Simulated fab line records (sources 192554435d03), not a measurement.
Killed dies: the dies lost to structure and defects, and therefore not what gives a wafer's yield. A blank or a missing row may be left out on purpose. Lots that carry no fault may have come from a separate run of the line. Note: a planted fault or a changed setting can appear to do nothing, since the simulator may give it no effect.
fab line records ; flow n5-finfet
record lots=7; wafers=21
route steps=1938 shown BEOL_M15@1779 MIM_BOT@1833 MIM_TOP@1838 PAD_METAL@1895
start-h: hours from the record's first day to the start of the lot's first wafer shown ; wait-h: hours elapsed since this lot's preceding step ; " repeats the value in the row above ; L1.1+2: one row covering several wafers at once ; - value missing, or start not given ; * or withheld: withheld ; < > ~ a bound
route shown NAME@n: NAME is a module with steps in the file, n the number in the route of the first one ; usual: mean/standard deviation of fault-free wafers ; same: alike in all rows ; chamber/n: place in a boat ; sites: each site's reading ; _std_site: the values' standard deviation ; _edge_site: outer sites' mean less inner sites' ; radius-mm: how far each site lies from the wafer's centre ; mask NAME#n: copy n ; behind: the most recent tool/chamber to have shaped the wafer ; hold: why the lot was held/for how many hours/how that ended ; device: the n, p or np transistor that did not switch ; end of line: the same wafers' tests at the end of the route ; step lacking rows: just its recipe ; killed: count of dies lost to structure and defects at first sort (not the wafer's yield) ; map: shows each die of a wafer: x if killed, . if not, _ if none is there
set.NAME: the setting the step ran with; set.NAME@STEP: the setting that earlier step ran with ; model.NAME: the simulator's own value behind a step, which no gauge read
lots with deliberately changed settings; one table per step, one row per wafer
## steps
# step N5_BEOL_M15_EXPOSE_07
# recipe mask-id=V14; na=0.8; source-shape=annular; sigma-inner=0.5; sigma-outer=0.8; polarization=unpolarized; attpsm-phase-deg=180; dose-mj=41.25
lot.wafer;tool;chamber;start-h;wait-h;mask;set.dose-mj
L078.1+6;krf-scanner-01;0;268.04;-;V14#0;43.46
L078.3;krf-scanner-01;0;268.04;-;V14#0;41.25
L079.1+6;krf-scanner-01;0;286.64;-;V14#0;38.35
L079.3;krf-scanner-01;0;286.64;-;V14#0;41.25
L081.3+5+6;krf-scanner-02;0;304.29;-;V14#0;39.66
L088.1+3+4;krf-scanner-02;0;347.54;-;V14#0;41.25
L090.2+4+5;krf-scanner-02;0;376.24;-;V14#0;41.25
L092.1+3;krf-scanner-01;0;378.20;-;V14#0;41.25
L092.5;krf-scanner-01;0;378.20;-;V14#0;44.29
L095.1+6;krf-scanner-02;0;383.02;-;V14#0;40.41
L095.3;krf-scanner-02;0;383.02;-;V14#0;41.25
# step N5_BEOL_M15_PEB_08
# recipe peb-temp-c=130; peb-time-s=90
# step N5_BEOL_M15_DEVELOP_09
# recipe develop-time-s=45; rinse-liquid=diw; dry=air-spin; dev-temp-c=21
# step N5_BEOL_M15_HARDBAKE_14
# recipe temp-c=130; time-s=120
# step N5_BEOL_M15_CD_MEAS_10
# recipe target-cd-nm=360; landing-energy-ev=500; detector=se-inlens; polarity=opening
# usual cd-nm=359.9/1.3
lot.wafer;tool;chamber;start-h;wait-h;set.dose-mj@BEOL_M15_EXPOSE_07;cd-nm
L078.1;cd-sem-01;0;268.21;-;43.46;367.2
L078.3;cd-sem-01;0;268.21;-;41.25;358.6
L078.6;cd-sem-01;0;268.21;-;43.46;364.9
L079.1;cd-sem-02;0;286.81;-;38.35;347.0
L079.3;cd-sem-02;0;286.81;-;41.25;359.2
L079.6;cd-sem-02;0;286.81;-;38.35;346.1
L081.3;cd-sem-01;0;304.45;-;39.66;356.5
L081.5;cd-sem-01;0;304.45;-;39.66;354.9
L081.6;cd-sem-01;0;304.45;-;39.66;354.0
L088.1;cd-sem-01;0;347.72;-;41.25;361.3
L088.3;cd-sem-01;0;347.72;-;41.25;360.4
L088.4;cd-sem-01;0;347.72;-;41.25;360.6
L090.2;cd-sem-03;0;376.41;-;41.25;358.0
L090.4;cd-sem-03;0;376.41;-;41.25;360.3
L090.5;cd-sem-03;0;376.41;-;41.25;359.8
L092.1;cd-sem-02;0;378.38;-;41.25;360.6
L092.3;cd-sem-02;0;378.38;-;41.25;359.8
L092.5;cd-sem-02;0;378.38;-;44.29;371.5
L095.1;cd-sem-03;0;383.19;-;40.41;357.9
L095.3;cd-sem-03;0;383.19;-;41.25;361.4
L095.6;cd-sem-03;0;383.19;-;40.41;357.2
# step N5_BEOL_M15_STRIP_65
# recipe chemistry=post-etch-residue-remover; time-s=60; temp-c=25; remover-ph=withheld; remover-water-wt-pct=withheld; remover-fluoride-wt-pct=withheld
# step N5_BEOL_M15_SRD_66
# recipe time-s=30; temp-c=23; rinse-liquid=diw; dry=n2-spin; spin-rpm=1500; dry-time-s=30
# step N5_BEOL_M15_CD_MEAS_17
# recipe target-cd-nm=360; polarity=opening
# usual cd-nm=361.0/1.6
lot.wafer;tool;chamber;start-h;wait-h;set.dose-mj@BEOL_M15_EXPOSE_07;cd-nm
L078.1;cd-sem-01;-;268.80;0.0;43.46;368.0
L078.3;cd-sem-01;-;268.80;0.0;41.25;358.7
L078.6;cd-sem-01;-;268.80;0.0;43.46;364.4
L079.1;cd-sem-03;-;287.40;0.0;38.35;346.8
L079.3;cd-sem-03;-;287.40;0.0;41.25;359.3
L079.6;cd-sem-03;-;287.40;0.0;38.35;346.6
L081.3;cd-sem-02;-;305.04;0.0;39.66;357.7
L081.5;cd-sem-02;-;305.04;0.0;39.66;356.0
L081.6;cd-sem-02;-;305.04;0.0;39.66;355.8
L088.1;cd-sem-01;-;348.75;0.0;41.25;363.3
L088.3;cd-sem-01;-;348.75;0.0;41.25;362.8
L088.4;cd-sem-01;-;348.75;0.0;41.25;362.6
L090.2;cd-sem-03;-;377.01;0.0;41.25;359.4
L090.4;cd-sem-03;-;377.01;0.0;41.25;362.8
L090.5;cd-sem-03;-;377.01;0.0;41.25;361.1
L092.1;cd-sem-03;-;378.96;0.0;41.25;361.1
L092.3;cd-sem-03;-;378.96;0.0;41.25;360.1
L092.5;cd-sem-03;-;378.96;0.0;44.29;372.7
L095.1;cd-sem-02;-;383.85;0.0;40.41;357.6
L095.3;cd-sem-02;-;383.85;0.0;41.25;361.1
L095.6;cd-sem-02;-;383.85;0.0;40.41;358.4
# step N5_MIM_BOT_SPUTTER_00
# recipe material=TiN; target-thk-a=350; temp-c=200; power-w=3000; chamber-pressure-pa=0.49996; gas=Ar; reactive-partial-pa=0.37997; time-s=89.7
lot.wafer;tool;chamber;start-h;wait-h;set.time-s;model.TiN_of_MIM_BOT_SPUTTER_00.thk-nm
L078.1;pvd-sputter-01;-;275.67;0.0;80.66;31.8
L078.3;pvd-sputter-01;-;275.67;0.0;89.7;35.2
L078.6;pvd-sputter-01;-;275.67;0.0;80.66;31.6
L079.1;pvd-sputter-01;-;296.85;0.0;81.5;31.4
L079.3;pvd-sputter-01;-;296.85;0.0;81.5;32
L079.6;pvd-sputter-01;-;296.85;0.0;89.7;34.6
L081.3;pvd-sputter-02;-;314.60;0.0;89.7;34.6
L081.5;pvd-sputter-02;-;314.60;0.0;80.05;31
L081.6;pvd-sputter-02;-;314.60;0.0;89.7;34.8
L088.1;pvd-sputter-01;-;357.25;0.0;89.7;35.4
L088.3;pvd-sputter-01;-;357.25;0.0;89.7;35.2
L088.4;pvd-sputter-01;-;357.25;0.0;89.7;35
L090.2;pvd-sputter-02;-;384.19;0.0;94.91;37.4
L090.4+5;pvd-sputter-02;-;384.19;0.0;89.7;35.4
L092.1;pvd-sputter-03;-;387.58;0.0;81.47;31.2
L092.3;pvd-sputter-03;-;387.58;0.0;89.7;35
L092.5;pvd-sputter-03;-;387.58;0.0;89.7;34.8
L095.1;pvd-sputter-02;-;393.96;0.0;85.21;32.8
L095.3;pvd-sputter-02;-;393.96;0.0;85.21;33.2
L095.6;pvd-sputter-02;-;393.96;0.0;89.7;34.8
# step N5_MIM_TOP_SPUTTER_03
# recipe material=TiN; target-thk-a=350; temp-c=200; power-w=3000; chamber-pressure-pa=0.49996; gas=Ar; reactive-partial-pa=0.37997; time-s=89.7
lot.wafer;tool;chamber;start-h;wait-h;set.time-s;model.TiN_of_MIM_TOP_SPUTTER_03.thk-nm
L078.1+3;pvd-sputter-02;-;278.49;0.0;89.7;34.2
L078.6;pvd-sputter-02;-;278.49;0.0;89.7;34.4
L079.1;pvd-sputter-03;-;297.90;0.0;96.22;36.8
L079.3;pvd-sputter-03;-;297.90;0.0;89.7;34.8
L079.6;pvd-sputter-03;-;297.90;0.0;89.7;34.4
L081.3;pvd-sputter-02;-;315.21;0.0;89.7;35
L081.5;pvd-sputter-02;-;315.21;0.0;98.97;38
L081.6;pvd-sputter-02;-;315.21;0.0;89.7;35.2
L088.1;pvd-sputter-02;-;358.11;0.0;89.7;34.8
L088.3;pvd-sputter-02;-;358.11;0.0;89.7;35.2
L088.4;pvd-sputter-02;-;358.11;0.0;89.7;35
L090.2+5;pvd-sputter-02;-;385.07;0.0;89.7;35.2
L090.4;pvd-sputter-02;-;385.07;0.0;85.19;33.4
L092.1+5;pvd-sputter-02;-;388.43;0.0;89.7;35
L092.3;pvd-sputter-02;-;388.43;0.0;89.7;34.8
L095.1;pvd-sputter-03;-;395.37;0.0;82.03;32.4
L095.3;pvd-sputter-03;-;395.37;0.0;82.03;32.2
L095.6;pvd-sputter-03;-;395.37;0.0;89.7;35.2
# step N5_PASSIVATION_SPUTTER_20
# recipe material=TaN; target-thk-a=500; temp-c=25; chamber-pressure-pa=0.4
lot.wafer;tool;chamber;start-h;wait-h;set.target-thk-a;model.TaN_of_PASSIVATION_SPUTTER_20.thk-nm
L078.1;pvd-sputter-01;-;283.23;0.0;448.1;44.2
L078.3;pvd-sputter-01;-;283.23;0.0;500;49.6
L078.6;pvd-sputter-01;-;283.23;0.0;500;49
L079.1+3+6;pvd-sputter-01;-;302.33;0.0;500;50
L081.3;pvd-sputter-01;-;319.06;0.0;450.7;44.2
L081.5;pvd-sputter-01;-;319.06;0.0;500;49.4
L081.6;pvd-sputter-01;-;319.06;0.0;500;49.2
L088.1;pvd-sputter-02;-;366.28;0.0;500;50
L088.3+4;pvd-sputter-02;-;366.28;0.0;500;50.2
L090.2+5;pvd-sputter-03;-;393.47;0.0;453.1;46
L090.4;pvd-sputter-03;-;393.47;0.0;500;51
L092.1+5;pvd-sputter-01;-;394.97;0.0;500;49.8
L092.3;pvd-sputter-01;-;394.97;0.0;560.4;55.8
L095.1;pvd-sputter-01;-;399.97;0.0;500;49.6
L095.3;pvd-sputter-01;-;399.97;0.0;547.5;54.2
L095.6;pvd-sputter-01;-;399.97;0.0;547.5;54
## key
split step=N5_BEOL_M15_EXPOSE_07; setting=dose-mj; stated=41.25; by=wafer
response step=N5_BEOL_M15_CD_MEAS_10; reading=cd-nm; change=+1.61; per=1%; r=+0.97
response step=N5_BEOL_M15_CD_MEAS_17; reading=cd-nm; change=+1.64; per=1%; r=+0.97
split step=N5_MIM_BOT_SPUTTER_00; setting=time-s; stated=89.7; by=wafer
response step=N5_MIM_BOT_SPUTTER_00; reading=model.TiN_of_MIM_BOT_SPUTTER_00.thk-nm; change=+0.352; per=1%; r=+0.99
split step=N5_MIM_TOP_SPUTTER_03; setting=time-s; stated=89.7; by=wafer
response step=N5_MIM_TOP_SPUTTER_03; reading=model.TiN_of_MIM_TOP_SPUTTER_03.thk-nm; change=+0.309; per=1%; r=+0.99
split step=N5_PASSIVATION_SPUTTER_20; setting=target-thk-a; stated=500; by=wafer
response step=N5_PASSIVATION_SPUTTER_20; reading=model.TaN_of_PASSIVATION_SPUTTER_20.thk-nm; change=+0.501; per=1%; r=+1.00
